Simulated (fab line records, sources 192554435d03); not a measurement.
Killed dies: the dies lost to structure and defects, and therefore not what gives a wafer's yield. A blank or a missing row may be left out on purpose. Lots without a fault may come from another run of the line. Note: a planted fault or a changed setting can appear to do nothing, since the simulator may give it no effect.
Comparing a struck lot with a sound one -- flow n5-finfet -- 14 out of 1938 route steps
Sound: these wafers, L602.1, L602.3, L602.6. Struck: wafer L605.1 (left out: L605.3, a lot-mate that was not struck); the cause follows at the end.
Per side, at each step with rows, come the tool, then ch with its chambers, and then its first start. Under that, the readings that differ: sound wafers -- struck wafers -- difference of the means -- sigmas: that difference in standard deviations of wafers without a fault.
alike: same words and numbers on both sides, and readings whose means sit less than 2 such deviations apart. not compared: any withheld reading, any reading some wafer has no value for, any bound like >300 that may hide the same value, and any number with overlapping values for which the record gives no deviation.
The two part at a step that has a row with sigmas, a row that says differs or no value, or rows on one side only. Numbers that don't overlap but have no deviation are shown without sigmas and don't part them. Lack of a reading on every wafer of one side parts them only where that side has two or more wafers.

first, 2 steps without rows for these wafers: N5_BEOL_M15_SPUTTER_45 (material Cu, target thk 100 nm, time 16.67 s); N5_BEOL_M15_ECD_47 (material Cu, target thk 1860 nm).
N5_BEOL_M15_ANNEAL_48: time 90 s.
  sound on rtp-anneal-02 ch 0, day 15 04:11; struck on rtp-anneal-01 ch 0, day 16 13:22
  alike: wafer_temp_C_max
N5_BEOL_M15_CMP_49: polishes, stops on SiO2, t overpolish 4.9 s, target thk 850 nm.
  sound on cmp-02 ch 0,2,3, day 15 04:29; struck on cmp-04 ch 3, day 16 13:42
  alike: barrier-field-endpoint-s, motor-current-A, overpolish-run-s
N5_BEOL_M15_THK_MEAS_50: measures by xrf.
  sound on film-metro-02, day 15 04:47; struck on film-metro-01, day 16 13:58
  alike: M15_THK
then, 1 step without rows for these wafers: N5_BEOL_M15_PRE_CLEAN_52 (time 15 s).
N5_BEOL_M15_DEP_53: deposits SiCN from 3MS/NH3, target thk 50 nm, time 17.8 s.
  sound on pecvd-04 ch 0,2, day 15 04:51; struck on pecvd-04 ch 2, day 16 14:01
  alike: showerhead-plenum-p-Torr, throttle-valve-pct
N5_BEOL_M15_RS_MEAS_54: uses a four-point probe to measure.
  sound on film-metro-02, day 15 04:55; struck on film-metro-02, day 16 14:05
  alike: M15_RS
N5_BEOL_M15_INSPECT_55: inspects for defects (darkfield).
  sound on defect-inspect-01, day 15 04:56; struck on defect-inspect-01, day 16 14:07
  alike: raw-defect-count
N5_BEOL_M15_RC_MEAS_101:
  sound on prober-01 ch 0, day 15 04:58; struck on prober-01 ch 0, day 16 14:08
reading,sound,struck,difference,sigmas
COMB_M12 (S/m),6.4e-12 7.9e-12 7e-12,4.4e-12,-2.7e-12,-2
SERP_M6 (ohm/um),13.3 12.9 12.4,14.2,+1.3,+2
  alike: etest-temp-c, COMB_M10, COMB_M11, COMB_M13, COMB_M14, COMB_M15, COMB_M5, COMB_M6, COMB_M7, COMB_M8, COMB_M9, SERP_M10, SERP_M11, SERP_M12, SERP_M13, SERP_M14, SERP_M5, SERP_M7, SERP_M8, SERP_M9
then, 1 step without rows for these wafers: N5_PASSIVATION_PECVD_00 (deposits SiO2 from SiH4/N2O, target thk 200 nm, time 11.2 s).
N5_MIM_BOT_DEGAS_01: time 60 s.
  sound on pvd-sputter-01, day 15 06:17; struck on pvd-sputter-02, day 16 15:27
  alike: heater-power-w
N5_MIM_BOT_SPUTTER_00: material TiN, target thk 35 nm, time 89.7 s.
  sound on pvd-sputter-01, day 15 06:19; struck on pvd-sputter-02, day 16 15:29
reading,sound,struck,difference,sigmas
model.TiN_of_MIM_BOT_SPUTTER_00.thk-nm (nm),35 34.8 34.6,51.6,+16.8,
  alike: throttle-valve-pct
N5_MIM_TOP_ALD_00: deposits Al2O3, purge time 3 s, co reactant pulse time 3 s.
  the record has rows for the sound wafers here (ald-hk-03 ch 1,2, day 15 06:25) and none for the struck ones

## WHERE THEY PART
Last at N5_MIM_TOP_ALD_00 as far as this record goes, first at N5_BEOL_M15_RC_MEAS_101.

WHY: what had been put in by the simulator
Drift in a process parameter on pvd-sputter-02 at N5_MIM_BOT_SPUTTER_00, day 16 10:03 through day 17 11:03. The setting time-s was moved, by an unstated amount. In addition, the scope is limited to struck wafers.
